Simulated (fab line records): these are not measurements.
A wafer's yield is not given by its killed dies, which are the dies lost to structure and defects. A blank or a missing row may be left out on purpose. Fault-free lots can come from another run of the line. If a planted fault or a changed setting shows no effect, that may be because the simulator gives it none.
fab line records	flow nandHarc
record: lots: 6	wafers: 18	lastDay: 24
route steps=1159 shown P_M1@291 END@1159
lots with no fault: from the same line, run without faults
startH: hours from the record's opening day to when the first of the lot's shown wafers began	waitH: hours since the lot's step before	" as in the row above	L1.1+2: a single row standing in for several wafers	- no value, or no start given	* or withheld: withheld	< > ~ a bound
route shown NAME@n: a module of which the file shows steps, and the number in the route of the first	usual: mean and standard deviation over wafers with no fault	same: alike in all rows	chamber/n: place in a boat	sites: the reading at each site	_std_site: standard deviation across them	_edge_site: outer sites' mean less inner sites'	radiusMm: for every site, how far away it sits from the centre of the wafer	mask NAME#n: copy n	behind: the tool/chamber that last shaped the wafer	hold: reason for holding the lot/hours on hold/outcome of the hold	device: the transistor (n, p or np) that didn't switch	end of line: tests of these same wafers at the route's end	for a step that has no rows: nothing shown but its recipe	killed: at the first sort, the dies lost to defects and structure; wafer yield is something else	map: shows each die of a wafer: x if killed, . if not, _ if none is there
set.NAME: the setting the step ran with; set.NAME@STEP: the setting that earlier step ran with	model.NAME: the simulator's own value behind a step, which no gauge read
a table for each step, a row for each wafer; lots at some steps of the route
services: a tool's chamber out of use, with start hour (startH, from the record's first day; less than 0 if before it), hours out, and reason
== steps ==
step: NHARC_P_M1_EBR_05
step: NHARC_P_M1_EXPOSE_06
recipe: na: 1.35	targetCdNm: 130	doseMj: 81.88	maskId: P_M1
step: NHARC_P_M1_PEB_07
recipe: pebTempC: 100	pebTimeS: 65
step: NHARC_P_M1_DEVELOP_08
recipe: developTimeS: 35	devTempC: 23
step: NHARC_P_M1_CD_MEAS_09
recipe: targetCdNm: 130	landingEnergyEv: 500
usual: cdNm: 130.4/0.63
lot.wafer	tool	chamber	startH	waitH	cdNm
L129.3	cdSem-02	0	147.26	-	131.3
L129.5	"	0	"	"	130.9
L129.6	"	0	"	"	130.5
L130.3	cdSem-02	0	152.13	-	129.9
L130.4	"	0	"	"	131.1
L130.5	"	0	"	"	130.6
L134.2	cdSem-01	0	190.56	-	129.6
L134.4	"	0	"	"	130.1
L134.5	"	0	"	"	129.9
L137.2	cdSem-01	0	198.90	-	129.6
L137.3	"	0	"	"	129.8
L137.4	"	0	"	"	130.5
L143.1	cdSem-02	0	229.51	-	130.2
L143.2	"	0	"	"	129.9
L143.3	"	0	"	"	130.5
L146.3	cdSem-02	0	255.08	-	129.8
L146.5	"	0	"	"	129.2
L146.6	"	0	"	"	130.5
step: NHARC_P_M1_OVL_MEAS_10
recipe: pitchNm: 260
usual: overlayXNm: -0.1/0.81	overlayYNm: 0.1/0.76
lot.wafer	tool	chamber	startH	waitH	overlayXNm	overlayYNm
L129.3	overlay-02	-	147.34	-	1.9	0.2
L129.5	"	-	"	"	2.2	-0.2
L129.6	"	-	"	"	2.0	0.7
L130.3	overlay-01	-	152.21	-	0.1	0.2
L130.4	"	-	"	"	0.2	0.2
L130.5	"	-	"	"	0.2	0.7
L134.2	overlay-01	-	190.65	-	-0.5	1.3
L134.4	"	-	"	"	0.0	1.2
L134.5	"	-	"	"	-0.2	1.4
L137.2	overlay-01	-	198.98	-	-0.3	0.7
L137.3	"	-	"	"	0.2	0.9
L137.4	"	-	"	"	0.0	1.3
L143.1	overlay-02	-	229.60	-	-0.9	0.7
L143.2	"	-	"	"	-0.9	0.7
L143.3	"	-	"	"	-1.0	0.3
L146.3	overlay-01	-	255.16	-	-0.1	0.7
L146.5	"	-	"	"	-0.1	0.0
L146.6	"	-	"	"	-0.6	0.1
step: NHARC_P_M1_INSPECT_11
usual: rawDefectCount: 3.9/2.4
lot.wafer	tool	chamber	startH	waitH	rawDefectCount
L129.3	defectInspect-01	-	147.38	0.0	2
L129.5	"	-	"	"	0
L129.6	"	-	"	"	3
L130.3	defectInspect-02	-	152.25	0.0	4
L130.4	"	-	"	"	2
L130.5	"	-	"	"	6
L134.2	defectInspect-02	-	190.69	0.0	8
L134.4	"	-	"	"	5
L134.5	"	-	"	"	9
L137.2	defectInspect-01	-	199.02	0.0	1
L137.3	"	-	"	"	1
L137.4	"	-	"	"	2
L143.1	defectInspect-01	-	229.63	0.0	6
L143.2	"	-	"	"	8
L143.3	"	-	"	"	5
L146.3	defectInspect-01	-	255.20	0.0	1
L146.5	"	-	"	"	3
L146.6	"	-	"	"	1
step: NHARC_P_M1_DESCUM_14
recipe: timeS: 3	o2FlowSccm: 200	arFlowSccm: 0	biasPowerW: 0	chemistry: O2
usual: drypumpMotorCurrentA: 5.6/0.49	oesProductAu: 0.997/0.0099	rfVppV: 57.8/0.9	showerheadPlenumPTorr: 1.91/0.089	throttleValvePct: 11.312/0.0097
same: timeS: 3
lot.wafer	tool	chamber	startH	waitH	drypumpMotorCurrentA	oesProductAu	rfHoursCounterH	rfVppV	showerheadPlenumPTorr	throttleValvePct
L129.3	rieDiel-10	0	147.44	0.1	4.9	0.988	3	57.6	1.83	11.321
L129.6	"	0	"	"	4.9	1.000	-	57.0	1.83	11.313
L129.5	"	1	"	"	5.0	0.990	-	57.3	2.05	11.322
L130.4	rieDiel-04	3	152.31	0.1	5.4	0.994	2	57.5	1.87	11.311
L130.3	"	2	"	"	5.8	0.989	1	57.9	1.85	11.312
L130.5	"	3	"	"	5.5	0.994	-	57.5	1.87	11.315
L134.4	rieDiel-04	0	190.75	0.1	5.3	1.005	2	59.6	2.06	11.311
L134.2	"	3	"	"	5.4	1.001	3	57.8	1.87	11.301
L134.5	"	0	"	"	5.3	1.005	-	58.1	2.06	11.297
L137.2	rieDiel-04	3	199.09	0.1	5.5	0.989	3	58.0	1.87	11.297
L137.3	"	0	"	"	5.3	1.001	3	58.6	2.06	11.303
L137.4	"	1	"	"	6.0	1.008	3	57.3	1.85	11.302
L143.2	rieDiel-04	2	229.69	0.1	5.8	0.987	6	57.6	1.85	11.307
L143.1	"	3	"	"	5.5	0.983	5	58.6	1.87	11.304
L143.3	"	0	"	"	5.3	0.993	5	58.0	2.06	11.305
L146.3	rieDiel-10	3	255.26	0.1	6.4	0.999	2	58.1	1.93	11.312
L146.6	"	3	"	"	6.4	0.990	-	60.6	1.93	11.302
L146.5	"	1	"	"	5.0	0.981	-	59.2	2.05	11.314
step: NHARC_P_M1_ETCH_35
recipe: targetDepthA: 400	overetchA: 120	timeS: 43.94	ionEnergyEv: 200	n2FlowSccm: 150	h2FlowSccm: 150	arFlowSccm: 0	rfW: 400	biasW: 150	chemistry: N2/H2
usual: drypumpMotorCurrentA: 5.6/0.49	n2FlowSccm: 150.0/0.51	oesProductAu: 0.996/0.011	rfVppV: 430.2/2.9	showerheadPlenumPTorr: 2.03/0.098	throttleValvePct: 14.171/0.01
same: timeS: 43.94
lot.wafer	tool	chamber	startH	waitH	drypumpMotorCurrentA	n2FlowSccm	oesProductAu	rfHoursCounterH	rfVppV	showerheadPlenumPTorr	throttleValvePct
L129.3	rieDiel-10	0	147.53	0.1	4.9	150.2	0.988	3	428.7	1.94	14.160
L129.6	"	2	"	"	5.8	150.8	0.972	-	436.1	2.17	14.180
L129.5	"	3	"	"	6.4	150.5	1.003	-	431.0	2.06	14.166
L130.4	rieDiel-04	0	152.39	0.1	5.3	150.4	1.006	2	433.6	2.20	14.176
L130.3	"	2	"	"	5.8	149.3	1.017	1	429.1	1.97	14.180
L130.5	"	1	"	"	6.0	150.6	1.012	-	429.1	1.97	14.180
L134.4	rieDiel-04	2	190.83	0.1	5.8	150.0	1.003	2	427.5	1.97	14.175
L134.2	"	3	"	"	5.5	151.1	0.997	3	430.0	1.99	14.157
L134.5	"	3	"	"	5.4	150.5	0.995	-	429.2	1.99	14.170
L137.2	rieDiel-04	3	199.17	0.1	5.5	150.3	0.991	3	429.5	1.99	14.171
L137.4	"	0	"	"	5.3	150.3	1.001	3	435.8	2.20	14.167
L137.3	"	1	"	"	6.0	149.8	1.016	3	429.0	1.97	14.162
L143.3	rieDiel-04	3	229.79	0.1	5.4	150.6	1.003	5	429.3	1.99	14.179
L143.1	"	0	"	"	5.3	150.4	1.004	5	434.2	2.20	14.176
L143.2	"	2	"	"	5.8	150.3	1.001	6	427.8	1.97	14.153
L146.3	rieDiel-10	0	255.38	0.1	4.9	149.5	0.985	1	427.9	1.94	14.177
L146.6	"	3	"	"	6.4	150.4	0.994	-	430.0	2.06	14.169
L146.5	"	0	"	"	5.0	150.5	0.986	-	428.8	1.94	14.177
step: NHARC_P_M1_ETCH_15
recipe: targetDepthA: 1825	timeS: 91.2	c4f8FlowSccm: withheld	arFlowSccm: 400	rfW: 600	biasW: 300	chemistry: C4F8/Ar
usual: oesProductAu: 0.951/0.024	rfVppV: 440.6/2.9
same: timeS: 91.2
lot.wafer	tool	chamber	startH	waitH	oesProductAu	rfHoursCounterH	rfVppV
L129.3	rieDiel-10	1	-	-	0.933	3	444.7
L129.5	"	3	"	"	0.914	-	441.3
L129.6	"	0	"	"	0.917	-	437.8
L130.4	rieDiel-04	1	-	-	0.976	1	439.5
L130.3	"	3	"	"	0.956	2	438.8
L130.5	"	1	"	"	0.981	-	438.3
L134.2	rieDiel-04	1	-	-	0.967	2	438.3
L134.4	"	3	"	"	0.970	3	439.9
L134.5	"	1	"	"	0.975	-	439.6
L137.3	rieDiel-04	2	-	-	0.965	4	439.7
L137.2	"	3	"	"	0.945	3	439.4
L137.4	"	0	"	"	0.975	3	444.9
L143.3	rieDiel-04	2	-	-	0.969	6	439.5
L143.1	"	3	"	"	0.960	5	441.1
L143.2	"	0	"	"	0.978	5	443.8
L146.3	rieDiel-10	0	-	-	0.958	1	435.8
L146.6	"	0	"	"	0.948	-	437.6
L146.5	"	1	"	"	0.954	-	444.0
step: NHARC_P_M1_CD_MEAS_16
usual: cdNm: 130.6/0.86
lot.wafer	tool	chamber	startH	waitH	cdNm
L129.3	cdSem-01	-	147.76	-	132.2
L129.5	"	-	"	"	131.9
L129.6	"	-	"	"	131.3
L130.3	cdSem-03	-	152.62	-	129.9
L130.4	"	-	"	"	131.5
L130.5	"	-	"	"	131.3
L134.2	cdSem-02	-	191.06	-	130.2
L134.4	"	-	"	"	130.2
L134.5	"	-	"	"	130.3
L137.2	cdSem-03	-	199.40	-	131.3
L137.3	"	-	"	"	130.5
L137.4	"	-	"	"	131.1
L143.1	cdSem-03	-	230.04	-	130.2
L143.2	"	-	"	"	130.1
L143.3	"	-	"	"	130.8
L146.3	cdSem-02	-	255.63	-	131.4
L146.5	"	-	"	"	129.4
L146.6	"	-	"	"	131.0
step: NHARC_P_M1_STRIP_18
recipe: powerW: 1000	n2FlowSccm: 150	h2FlowSccm: 150	arFlowSccm: 0	biasW: 0	chemistry: N2/H2
usual: drypumpMotorCurrentA: 5.6/0.48	n2FlowSccm: 150.0/0.44	oesProductAu: 0.996/0.011	rfVppV: 90.6/0.95	showerheadPlenumPTorr: 2.04/0.1	throttleValvePct: 14.171/0.0097
lot.wafer	tool	chamber	startH	waitH	drypumpMotorCurrentA	n2FlowSccm	oesProductAu	rfHoursCounterH	rfVppV	showerheadPlenumPTorr	throttleValvePct
L129.3	rieDiel-10	3	147.88	0.1	6.4	150.5	0.993	3	91.8	2.06	14.173
L129.6	"	1	"	"	5.0	150.3	1.001	-	91.3	2.19	14.172
L129.5	"	2	"	"	5.8	149.7	0.974	-	90.5	2.17	14.151
L130.4	rieDiel-06	3	152.71	0.1	4.7	149.9	0.988	7	91.1	2.13	14.165
L130.3	"	0	"	"	5.8	149.5	1.010	7	92.0	2.01	14.167
L130.5	"	2	"	"	5.8	150.5	0.989	-	89.9	1.94	14.171
L134.2	rieDiel-06	1	191.14	0.1	6.3	149.6	1.001	9	90.0	1.91	14.174
L134.4	"	3	"	"	4.7	150.3	0.992	9	90.7	2.13	14.184
L134.5	"	1	"	"	6.3	150.0	1.010	-	90.5	1.91	14.198
L137.4	rieDiel-06	2	199.47	0.1	5.8	149.6	0.984	10	89.9	1.93	14.171
L137.2	"	3	"	"	4.7	150.1	0.993	10	91.2	2.13	14.162
L137.3	"	1	"	"	6.3	150.5	0.998	10	90.0	1.91	14.176
L143.3	rieDiel-10	2	230.12	0.1	5.8	148.9	0.987	1	90.2	2.17	14.202
L143.2	"	3	"	"	6.4	149.4	0.993	1	89.6	2.06	14.154
L143.1	"	0	"	"	4.9	150.3	0.976	1	89.2	1.94	14.167
L146.3	rieDiel-04	2	255.72	0.1	5.8	150.4	1.004	8	90.4	1.97	14.185
L146.5	"	1	"	"	6.0	150.3	1.013	-	90.9	1.97	14.176
L146.6	"	2	"	"	5.8	150.6	0.999	-	91.2	1.97	14.182
step: NHARC_P_M1_ETCH_28
recipe: targetDepthA: 300	overEtchFrac: 0.3	timeS: 72.99	ionEnergyEv: 150	cf4FlowSccm: 50	n2FlowSccm: 100	arFlowSccm: 150	rfW: 300	biasW: 100	chemistry: CF4/N2
usual: drypumpMotorCurrentA: 5.6/0.49	n2FlowSccm: 100.04/0.29	oesProductAu: 0.996/0.011	rfVppV: 314.0/2.1	showerheadPlenumPTorr: 2.62/0.12	throttleValvePct: 19.795/0.01
same: timeS: 72.99
lot.wafer	tool	chamber	startH	waitH	drypumpMotorCurrentA	n2FlowSccm	oesProductAu	rfHoursCounterH	rfVppV	showerheadPlenumPTorr	throttleValvePct
L129.3	rieDiel-10	2	148.09	-	5.8	99.83	0.982	3	317.0	2.78	19.767
L129.6	"	3	"	"	6.4	99.57	1.002	-	314.8	2.65	19.794
L129.5	"	0	"	"	4.9	99.87	0.991	-	312.7	2.51	19.796
L130.4	rieDiel-06	2	152.93	-	5.8	100.09	0.991	7	312.1	2.50	19.800
L130.3	"	1	"	"	6.2	99.92	0.999	6	312.4	2.47	19.802
L130.5	"	3	"	"	4.7	99.64	0.994	-	316.5	2.73	19.799
L134.2	rieDiel-06	2	191.38	-	5.8	100.03	0.816	9	311.7	2.50	19.794
L134.4	"	3	"	"	4.7	99.59	0.825	9	316.2	2.73	19.777
L134.5	"	3	"	"	4.7	100.07	0.827	-	316.0	2.73	19.791
L137.2	rieDiel-06	3	199.71	-	4.7	100.32	0.825	11	316.0	2.73	19.795
L137.4	"	0	"	"	5.8	99.97	0.829	11	312.9	2.59	19.793
L137.3	"	1	"	"	6.3	100.49	0.833	10	311.0	2.47	19.811
L143.1	rieDiel-10	1	230.36	-	5.0	100.12	1.004	1	317.5	2.80	19.808
L143.3	"	2	"	"	5.8	100.33	1.001	1	316.9	2.78	19.782
L143.2	"	3	"	"	6.4	99.69	0.995	1	314.7	2.65	19.800
L146.3	rieDiel-04	1	255.94	-	6.0	100.12	1.015	8	314.0	2.54	19.806
L146.6	"	1	"	"	6.0	100.22	1.021	-	311.8	2.54	19.809
L146.5	"	2	"	"	5.8	100.10	1.004	-	312.8	2.54	19.788
step: NHARC_P_M1_STRIP_19
recipe: timeS: 600	tempC: 30	chemistry: postEtchResidueRemover
step: NHARC_END_SORT_01
recipe: tempC: 25
usual: defectLimitedYield: 95.2/1.6	killedAtArray: 29/10	killedAtOther: 0.7/1.1	killedAtPeriphery: 3.2/2.2	killedDies: 33/11	killedOpen: 3.5/1.8	killedShort: 2.0/1.4	sort_bin_2_pct: 1.5/0.61	sort_bin_3_pct: 0.29/0.22	sort_bin_4_pct: 3.1/1.1	sortNPass: 644/11	sortRimYieldPct: 95/3.3	sortYieldPct: 95.2/1.6
same: grossDies: 677	sort_bin_5_pct[%]: 0	sort_bin_6_pct[%]: 0	sort_bin_7_pct[%]: 0	sort_bin_8_pct[%]: 0	sortRimNGross: 106.00
lot.wafer	tool	chamber	startH	waitH	defectLimitedYield[%]	killedAtArray	killedAtOther	killedAtPeriphery	killedDies	killedOpen	killedShort	sort_bin_2_pct[%]	sort_bin_3_pct[%]	sort_bin_4_pct[%]	sortNPass	sortRimYieldPct[%]	sortYieldPct[%]
L130.3	prober-01	0	483.92	3.1	96.9	16	0	5	21	3	5	1.0	0.15	1.9	656	96	96.9
L130.4	prober-01	0	484.72	3.4	95.4	28	0	3	31	4	3	1.3	0.15	3.1	646	94	95.4
L130.5	prober-01	0	485.52	3.7	95.3	19	1	12	32	2	3	1.9	0.44	2.4	645	91	95.3
L129.3	prober-02	0	491.96	3.1	96.5	19	0	5	24	0	2	1.2	0.15	2.2	653	96	96.5
L129.5	prober-02	0	493.59	3.8	97.5	15	0	2	17	5	1	0.4	0	2.1	660	97	97.5
L129.6	prober-02	0	494.41	4.1	96.5	24	0	0	24	3	1	1.3	0	2.2	653	97	96.5
L137.2	prober-02	0	506.87	2.8	93.2	40	0	6	46	2	2	2.7	0.59	3.5	631	99	93.2
L137.3	prober-02	0	507.68	3.1	91.9	45	0	10	55	4	0	3.2	0.15	4.7	622	92	91.9
L137.4	prober-02	0	508.48	3.4	90.3	39	0	27	66	3	4	5.2	0.59	4.0	611	78	90.3
L134.2	prober-01	0	514.48	2.8	97.0	13	2	5	20	2	2	0.9	0	2.1	657	99	97.0
L134.4	prober-01	0	516.11	3.4	96.0	13	1	13	27	7	1	1.9	0	2.1	650	99	96.0
L134.5	prober-01	0	516.93	3.8	96.0	16	0	11	27	5	3	2.1	0.30	1.6	650	95	96.0
L143.1	prober-02	0	558.65	2.5	93.5	39	0	5	44	2	0	1.6	0.74	4.1	633	92	93.5
L143.2	prober-02	0	559.46	2.8	93.5	39	0	5	44	5	3	2.1	0.44	4.0	633	91	93.5
L143.3	prober-02	0	560.26	3.1	92.8	45	1	3	49	3	2	1.8	0.59	4.9	628	99	92.8
L146.3	prober-02	0	575.83	3.1	92.3	51	0	1	52	2	1	2.5	0.44	4.7	625	97	92.3
L146.5	prober-02	0	577.43	3.7	93.6	41	2	0	43	3	1	2.4	0.15	3.8	634	95	93.6
L146.6	prober-02	0	578.23	4.0	94.2	35	3	1	39	2	3	2.2	0.89	2.7	638	90	94.2
killed by level:class
L130.3 A_SLIT:chamberFilmFlake=6 A_SOURCE_PLATE:geometricParticle:short=2 A_M0:geometricParticle:short=2 P_BONDPAD:chamberFilmFlake=2 A_CHANNEL_HOLE_D1:chamberFilmFlake=2 P_GATE:geometricParticle:open=1 P_CONTACT:geometricParticle:open=1 A_CONTACT:geometricParticle:open=1
L130.4 A_SLIT:chamberFilmFlake=12 A_CONTACT:chamberFilmFlake=4 A_CHANNEL_HOLE_D1:chamberFilmFlake=3 A_SOURCE_PLATE:geometricParticle:open=2 P_BONDPAD:chamberFilmFlake=2 A_WL_FILL:chamberFilmFlake=2 P_M1:geometricParticle:short=1 A_SOURCE_PLATE:geometricParticle:short=1
L130.5 P_BONDPAD:chamberFilmFlake=8 A_SLIT:chamberFilmFlake=5 A_STAIRCASE:chamberFilmFlake=4 A_CHANNEL_HOLE_D1:chamberFilmFlake=3 P_STI:chamberFilmFlake=2 A_CONTACT:chamberFilmFlake=2 A_ONON_D1:geometricParticle:short=1 A_SGD_CUT:geometricParticle:open=1
L129.3 A_CHANNEL_HOLE_D1:chamberFilmFlake=14 P_BONDPAD:chamberFilmFlake=3 A_STAIRCASE:chamberFilmFlake=2 P_GATE:geometricParticle:short=1 A_M1:geometricParticle:short=1 P_STI:chamberFilmFlake=1 A_SLIT:chamberFilmFlake=1 A_CONTACT:chamberFilmFlake=1
L129.5 A_CHANNEL_HOLE_D1:chamberFilmFlake=8 P_M2:geometricParticle:open=1 A_ONON_D1:geometricParticle:open=1 A_CHANNEL_FILL_D1:geometricParticle:open=1 A_SGD_CUT:geometricParticle:open=1 A_CONTACT:geometricParticle:open=1 A_CONTACT:geometricParticle:short=1 P_BONDPAD:chamberFilmFlake=1
L129.6 A_CHANNEL_HOLE_D1:chamberFilmFlake=14 A_STAIRCASE:chamberFilmFlake=2 A_CHANNEL_FILL_D1:geometricParticle:open=1 A_WL_FILL:geometricParticle:short=1 A_CONTACT:geometricParticle:open=1 A_M1:geometricParticle:open=1 A_SLIT:chamberFilmFlake=1 A_WL_FILL:chamberFilmFlake=1
L137.2 A_CHANNEL_HOLE_D1:chamberFilmFlake=15 A_SLIT:chamberFilmFlake=15 A_STAIRCASE:chamberFilmFlake=5 P_M1:areaEtch=4 P_M0:geometricParticle:short=1 A_ONON_D1:geometricParticle:short=1 A_ONON_D1:geometricParticle:open=1 A_CONTACT:geometricParticle:open=1
L137.3 A_CHANNEL_HOLE_D1:chamberFilmFlake=16 A_SLIT:chamberFilmFlake=16 P_M1:areaEtch=8 A_STAIRCASE:chamberFilmFlake=5 A_CONTACT:chamberFilmFlake=3 A_M0:geometricParticle:open=2 P_M2:chamberFilmFlake=2 A_ONON_D1:geometricParticle:open=1
L137.4 P_M1:areaEtch=24 A_CHANNEL_HOLE_D1:chamberFilmFlake=16 A_SLIT:chamberFilmFlake=9 A_STAIRCASE:chamberFilmFlake=7 A_ONON_D1:geometricParticle:short=2 A_CHANNEL_FILL_D1:geometricParticle:short=2 P_M0:geometricParticle:open=1 A_M0:geometricParticle:open=1
L134.2 A_CHANNEL_HOLE_D1:chamberFilmFlake=5 P_M0:chamberFilmFlake=2 A_CONTACT:chamberFilmFlake=2 P_M1:areaEtch=2 A_WL_FILL:geometricParticle:short=1 A_CONTACT:geometricParticle:open=1 A_CONTACT:geometricParticle:short=1 A_M0:geometricParticle:open=1
L134.4 P_M1:areaEtch=8 A_STAIRCASE:chamberFilmFlake=3 A_CONTACT:geometricParticle:open=2 A_M0:geometricParticle:open=2 P_GATE:chamberFilmFlake=2 A_CONTACT:chamberFilmFlake=2 P_CONTACT:geometricParticle:open=1 P_M1:geometricParticle:open=1
L134.5 P_M1:areaEtch=7 A_CONTACT:chamberFilmFlake=5 A_CONTACT:geometricParticle:open=3 P_GATE:chamberFilmFlake=2 A_WL_FILL:chamberFilmFlake=2 P_GATE:geometricParticle:short=1 A_CHANNEL_HOLE_D1:geometricParticle:open=1 A_CHANNEL_FILL_D1:geometricParticle:short=1
L143.1 A_SLIT:chamberFilmFlake=17 A_CHANNEL_HOLE_D1:chamberFilmFlake=16 P_M0:chamberFilmFlake=4 A_CONTACT:chamberFilmFlake=4 A_ONON_D1:geometricParticle:open=2 P_STI:chamberFilmFlake=1
L143.2 A_CHANNEL_HOLE_D1:chamberFilmFlake=17 A_SLIT:chamberFilmFlake=13 A_CONTACT:chamberFilmFlake=3 A_CONTACT:geometricParticle:open=2 P_M0:chamberFilmFlake=2 P_GATE:geometricParticle:open=1 P_GATE:geometricParticle:short=1 A_SOURCE_PLATE:geometricParticle:short=1
L143.3 A_SLIT:chamberFilmFlake=18 A_CHANNEL_HOLE_D1:chamberFilmFlake=16 A_CONTACT:chamberFilmFlake=4 P_M0:chamberFilmFlake=2 A_ZERO_WELL:chamberFilmFlake=2 A_ONON_D1:geometricParticle:open=1 A_CHANNEL_FILL_D1:geometricParticle:short=1 A_CONTACT:geometricParticle:open=1
L146.3 A_SLIT:chamberFilmFlake=20 A_SGD_CUT:chamberFilmFlake=8 A_CONTACT:chamberFilmFlake=8 A_CHANNEL_HOLE_D1:chamberFilmFlake=5 A_ZERO_WELL:chamberFilmFlake=3 A_STAIRCASE:chamberFilmFlake=3 A_WL_FILL:chamberFilmFlake=2 P_CONTACT:geometricParticle:open=1
L146.5 A_SLIT:chamberFilmFlake=23 A_CHANNEL_HOLE_D1:chamberFilmFlake=4 A_CONTACT:chamberFilmFlake=3 A_CHANNEL_FILL_D1:chamberFilmFlake=2 A_SGD_CUT:chamberFilmFlake=2 THIN_TSV:chamberFilmFlake=2 A_ONON_D1:geometricParticle:open=1 A_SLIT:geometricParticle:open=1
L146.6 A_SLIT:chamberFilmFlake=13 A_CHANNEL_HOLE_D1:chamberFilmFlake=8 A_SGD_CUT:chamberFilmFlake=5 A_CONTACT:chamberFilmFlake=4 THIN_TSV:chamberFilmFlake=2 P_M1:geometricParticle:short=1 A_ONON_D1:geometricParticle:short=1 A_CHANNEL_HOLE_D1:geometricParticle:open=1
map L134.4 (x killed, . not)
____________.____________
_________......._________
_______..........._______
______.............______
_____..............._____
____.................____
____.................____
___...................___
___......x......x.....___
__.....................__
__........x...x........__
_......................._
_.........x............._
_...x.x....x...x........_
_......................._
_......x................_
.........................
.........................
..........x..............
..........x..............
.........x.....x.........
_.............x........._
_......................._
_......................._
_..xx..................._
_..........x............_
__...x.........x.......__
__.x...................__
___.....x.x...........___
___.....x.............___
____.x...............____
____.........x.......____
_____..............._____
______.............______
_______..........._______
_________x......_________
____________.____________
map L137.4 (x killed, . not)
____________.____________
_________...x..._________
_______..........._______
______....x........______
_____.....x........._____
____....xx..x........____
____......x..........____
___.......xx..........___
___......xxxx.........___
__.........x...........__
__........xx...........__
_.........x............._
_......................._
_x......................_
_.....................x._
_x......................_
.........................
xx.......................
.......................x.
x.......................x
x.x...x...........x......
_x...x..............x..._
_x..xx.................._
_......................._
_.xxx..................._
_xx....................._
__x.x..................__
__xxxx.................__
___...................___
___.x.................___
____...x....x........____
____............xx.x.____
_____x...........xx._____
______......x..x.xx______
_______x...xx...xx_______
_________..xx..._________
____________.____________
== services ==
tool	chamber	startH	hours	kind
rieDiel-06	1	132.28	3.8	repair
rieDiel-04	0	145.40	-	clean
rieDiel-04	1	145.40	-	clean
rieDiel-04	2	145.40	-	clean
rieDiel-04	3	145.40	-	clean
rieDiel-04	0	169.90	-	clean
rieDiel-04	1	169.90	-	clean
rieDiel-04	2	169.90	-	clean
rieDiel-04	3	169.90	-	clean
rieDiel-10	-	176.50	9.0	pm
rieDiel-04	0	194.40	-	clean
rieDiel-04	1	194.40	-	clean
rieDiel-04	2	194.40	-	clean
rieDiel-04	3	194.40	-	clean
rieDiel-06	2	202.96	13.3	repair
rieDiel-10	0	207.78	2.1	repair
rieDiel-04	0	218.90	-	clean
rieDiel-04	1	218.90	-	clean
rieDiel-04	2	218.90	-	clean
rieDiel-04	1	228.61	4.2	repair
rieDiel-04	2	233.14	5.4	repair
rieDiel-06	-	241.21	9.0	pm
rieDiel-10	0	248.10	6.1	repair
rieDiel-10	2	252.95	12.7	repair
== key ==
firstSign: step: NHARC_P_M1_ETCH_28	reading: oesProductAu	direction: down	sigmas: 16	usual: 0.996	struck: 0.826
effect: step: NHARC_END_SORT_01	reading: killedAtPeriphery	direction: up	sigmas: 3.9	usual: 3.2	struck: 12	wafersMoved: 4
metAt NHARC_P_M1_ETCH_28
struckWafers L134.2,L134.4,L134.5,L137.2,L137.3,L137.4
onsetBetween 152.93 191.38
fault: kind: processParameterDrift	tool: rieDiel-06	chamber: -	onsetH: 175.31	steps: NHARC_P_M1_ETCH_28	channel: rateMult	offset: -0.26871	shape: step	endH: 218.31
